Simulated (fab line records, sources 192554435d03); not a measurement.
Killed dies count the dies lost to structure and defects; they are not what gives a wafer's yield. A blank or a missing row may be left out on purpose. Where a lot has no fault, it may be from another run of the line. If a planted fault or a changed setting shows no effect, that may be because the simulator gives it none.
A struck lot beside a sound one	flow n5Finfet	27 out of 1938 route steps
Sound: the wafers L290.2, L290.3, L290.5. Wafers L291.1, L291.2, L291.3 were the ones struck. The cause comes at the end.
Order at every step that has rows: each side's tool, ch and its chambers, its first start. Under that, the readings that differ: sound wafers	struck wafers	difference of the means	sigmas: that difference in standard deviations of wafers without a fault.
alike: readings with means less than 2 such deviations apart, plus words and numbers identical on both sides. not compared: withheld readings, readings lacking a value on some wafer, bounds such as >300 that could conceal the same value, and numbers that have no deviation in the record and whose values overlap.
A row with sigmas, a row that says differs or no value, or rows on one side alone: a step with any of these is where the two part. When numbers do not overlap yet have no deviation, they are printed without sigmas and do not part them. Lack of a reading on every wafer of one side parts them only where that side has two or more wafers.

first, 10 steps without rows for these wafers: N5_DUMMY_GATE_STRIP_48 (strips in N2/H2, time 20 s); N5_DUMMY_GATE_PRECLEAN_33 (cleans in dHF, time 10 s); N5_DUMMY_GATE_PRECLEAN_25 (cleans in O3/DIW, time 45 s); N5_DUMMY_GATE_PRECLEAN_51 (cleans in SC2, time 45 s); N5_DUMMY_GATE_SRD_26 (time 30 s); N5_DUMMY_GATE_UV_OZONE_45 (time 120 s); N5_SPACER0_ALD_07 (deposits SiNx, target thk 2 nm); N5_SPACER0_ALD_00 (deposits SiOCN, target thk 3.5 nm, pulse time 3 s, purge time 2 s); N5_SPACER0_ALD_08 (deposits SiNx, target thk 2 nm); N5_SD_EPI_N_COAT_32 (time 60 s, resist thk 350 nm).
N5_SD_EPI_N_COAT_33: time 60 s, resist thk 35 nm.
  sound on lithoTrack-03 ch 0, day 7 00:31; struck on lithoTrack-04 ch 0, day 7 07:58
reading	sound	struck	difference	sigmas
spinSpeedRpm (rpm)	1500.7 1496.8 1499.4	1250.2 1247.7 1249.2	-249.9	-99 or more
model.SiARC_of_SD_EPI_N_COAT_33.thkNm (nm)	34.8 35 34.8	38.2 38.4 38.4	+3.5	
  alike: heaterPowerTotalW, resistLineTempC
then, 7 steps without rows for these wafers: N5_SD_EPI_N_COAT_03 (resist thk 150 nm); N5_SD_EPI_N_EBR_05; N5_SD_EPI_N_SOFTBAKE_04 (time 60 s); N5_SD_EPI_N_EXPOSE_06 (exposes mask SD N BLK, target cd 120 nm); N5_SD_EPI_N_PEB_07 (peb time 60 s); N5_SD_EPI_N_DEVELOP_08 (develop time 30 s); N5_SD_EPI_N_DESCUM_14 (chemistry O2, time 7.9 s).
N5_SD_EPI_N_ETCH_34: etches SiARC in CF4, target depth 45.5 nm, time 75.8 s.
  sound on rieDiel-05 ch 0,1,2, day 7 01:26; struck on rieDiel-03 ch 1,2,3, day 7 08:28
reading	sound	struck	difference	sigmas
etchRfOnTimeS (s)	78.0 74.3 79.6	80.2 83.2 80.9	+4.1	+2
model.etch.depthNm (nm)	34.85 34.93 34.87	38.25 38.43 38.44	+3.49	
model.CAR-ArF-block_of_SD_EPI_N_COAT_03.thkNm (nm)	111.4 110.8 111.6	108.4 108.6 108.8	-2.7	
  alike: drypumpMotorCurrentA, oesProductAu, rfVppV, showerheadPlenumPTorr, throttleValvePct
  not compared: rfHoursCounterH
then, 4 steps without rows for these wafers: N5_SD_EPI_N_ETCH_35 (etches SOC in N2/H2, overetch 108 nm, time 486 s); N5_SD_EPI_N_STRIP_36 (strips in N2/H2); N5_SD_EPI_N_ETCHBACK_44 (etches SiNx in CH3F/O2, stops on SiO2, target depth 14.5 nm); N5_SD_EPI_N_ETCH_45 (etches SiOCN in CH3F/O2, target depth 6 nm).
N5_SD_EPI_N_ETCH_16: etches SiO2 in CHF3/O2, target depth 5 nm.
  sound on rieDiel-05 ch 0,1,2, day 7 02:01; struck on rieDiel-03 ch 1,2,3, day 7 09:02
reading	sound	struck	difference	sigmas
model.SiARC_of_SD_EPI_N_COAT_33.thkNm (nm)	12.8 11.6 13.4	15.6 15.8 15.4	+3.0	
  alike: drypumpMotorCurrentA, oes_f_703_au, oes_o_777_au, oesProductAu, rfVppV, showerheadPlenumPTorr, throttleValvePct
  not compared: rfHoursCounterH
then, 1 step without rows for these wafers: N5_SD_EPI_N_STRIP_47 (strips in CHF3/O2).
-- record jumps: 5 days separate the struck wafers' starts on either side; left off in module SD_EPI_N, taken up again in module BEOL_M4, whose first shown step is the route's number 1111 --
N5_BEOL_M4_RC_MEAS_101:
  sound on prober-02 ch 0, day 11 15:35; struck on prober-02 ch 0, day 12 04:13
  alike: DIBL_N, DIBL_P, IOFF_N, IOFF_P, ION_N, ION_P, SS_N, SS_P, VT_N, VT_P
-- record jumps: 5 days separate the struck wafers' starts on either side; left off in module BEOL_M4, taken up again in module PASSIVATION, whose first shown step is the route's number 1936 --
N5_PASSIVATION_PROBE_49:
  the record has rows for the struck wafers here (prober-02, day 16 16:49) and none for the sound ones

== WHERE THEY PART ==
Last at N5_PASSIVATION_PROBE_49 as far as this record goes, first at N5_SD_EPI_N_COAT_33.

WHY: whatever the simulator had introduced
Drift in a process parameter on lithoTrack-04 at N5_SD_EPI_N_COAT_33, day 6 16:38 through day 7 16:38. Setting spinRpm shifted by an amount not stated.
